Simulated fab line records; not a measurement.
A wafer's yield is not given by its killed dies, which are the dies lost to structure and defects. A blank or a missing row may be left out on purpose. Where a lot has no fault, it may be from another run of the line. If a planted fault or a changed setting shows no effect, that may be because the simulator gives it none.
Split-lot study ; flow n5-finfet ; 21 wafers read across 7 lots, on a route 1938 steps long

ABOUT THE SPLIT
At N5_MOL_CONTACT_COAG_COAT_104 (time 60 s, resist thk 12 nm), the setting spin-rpm was moved away from the recipe's 1500 rpm on 4 of the 21 wafers read, by -4.5% to +6.9%. All remaining wafers had this setting at the recipe value.

FROM THE SPLIT TO THE READING: what the file shows between them, 6 steps
- N5_MOL_CONTACT_COAG_EXPOSE_05: exposes mask CA, defocus 0 nm (also split here: dose-mj)
- N5_MOL_CONTACT_COAG_PEB_06: peb time 60 s
- N5_MOL_CONTACT_COAG_DEVELOP_07: develop time 30 s
- N5_MOL_CONTACT_COAG_CD_MEAS_08: target cd 28 nm
- N5_MOL_CONTACT_COAG_DESCUM_13: chemistry O2, time 7 s
- N5_MOL_CONTACT_COAG_ETCH_59: etches underlayer in N2/H2, target depth 13 nm, time 10.4 s

THE READING
etch.depth-nm (the simulator's own value, which no gauge read), in nm, at N5_MOL_CONTACT_COAG_ETCH_105 (etches SiARC in CF4, target depth 15.6 nm, time 26 s). No usual value for it is given in the file. Across the 17 wafers here that went through the recipe, the average is 12.01 nm and the standard deviation 0.042 nm.

wafer;tool, chamber at the split;spin-rpm as run, rpm;against the recipe;etch.depth-nm, nm;against lot-mates on the recipe
L074.3;litho-track-01, 0;1438;-4.1%;12.25;+0.27
L074.4;litho-track-01, 0;1500;recipe;12.01;-
L074.6;litho-track-01, 0;1500;recipe;11.96;-
L075.2;litho-track-03, 0;1500;recipe;12.08;-
L075.3;litho-track-03, 0;1500;recipe;12.02;-
L075.5;litho-track-03, 0;1500;recipe;12.03;-
L083.2;litho-track-01, 0;1500;recipe;11.98;-
L083.3;litho-track-01, 0;1500;recipe;11.94;-
L083.4;litho-track-01, 0;1500;recipe;11.95;-
L088.2;litho-track-01, 0;1500;recipe;12.02;-
L088.3;litho-track-01, 0;1500;recipe;12.06;-
L088.5;litho-track-01, 0;1500;recipe;12.03;-
L091.3;litho-track-01, 0;1604;+6.9%;11.65;-0.35
L091.4;litho-track-01, 0;1604;+6.9%;11.64;-0.36
L091.5;litho-track-01, 0;1500;recipe;12;-
L096.1;litho-track-05, 0;1500;recipe;12.06;-
L096.2;litho-track-05, 0;1500;recipe;12.09;-
L096.3;litho-track-05, 0;1433;-4.5%;12.36;+0.29
L097.2;litho-track-05, 0;1500;recipe;12.03;-
L097.3;litho-track-05, 0;1500;recipe;11.99;-
L097.4;litho-track-05, 0;1500;recipe;12;-

FIT RESULTS
A straight line over all 21 wafers: etch.depth-nm changes by -0.0577 nm for each +1% of spin-rpm; r = -0.96; the points scatter about the line by 0.045 nm.
The same after taking each lot's own level away (the mean of its wafers on the recipe; 21 wafers): -0.055 nm for each +1%; r = -0.99; scatter 0.023 nm.
On that fit, the largest move of spin-rpm shifts the reading by 0.38 nm.
From 11.957 to 12.075 nm: that is the span of the lots' own levels, equal to 2.8 times the standard deviation above.
Consequently the slope shifts little with the lot-to-lot level, the two slopes agreeing.
Check: for one of the wafers moved furthest among these (+6.9%), held out of the fit, the line's prediction against its lot-mates is -0.391 nm. Against them it came out at -0.35 nm.

FURTHER SPLITS ON THESE WAFERS
Note: prior to the reading, these wafers also went through further splits. Each is held against what the fit with the lots' levels taken away leaves over:
other split on the same wafers;wafers away from the commonest value;r with etch.depth-nm (lot level and that fit taken away)
N5_HKMG_FIN_EXPOSE_46 dose-mj;11;+0.27
N5_GATE_CUT_ETCH_58 time-s;5;+0.30
N5_MOL_CONTACT_COAG_EXPOSE_05 dose-mj;5;+0.10

THE WHOLE CHAIN: every reading that the file lists as answering this split, in the file's order
step;what it does;reading;change (the file's fit);r (the file's)
N5_MOL_CONTACT_COAG_COAT_104;time 60 s, resist thk 12 nm;SiARC_of_MOL_CONTACT_COAG_COAT_104.thk-nm (the simulator's own value, which no gauge read);-0.0633 nm for each +1% of the setting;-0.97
N5_MOL_CONTACT_COAG_ETCH_105;etches SiARC in CF4, target depth 15.6 nm, time 26 s;etch.depth-nm (the simulator's own value, which no gauge read);-0.0571 nm for each +1% of the setting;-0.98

THE FILE'S OWN FIT
etch.depth-nm changes by -0.0571 nm for each +1% of spin-rpm, r = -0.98.
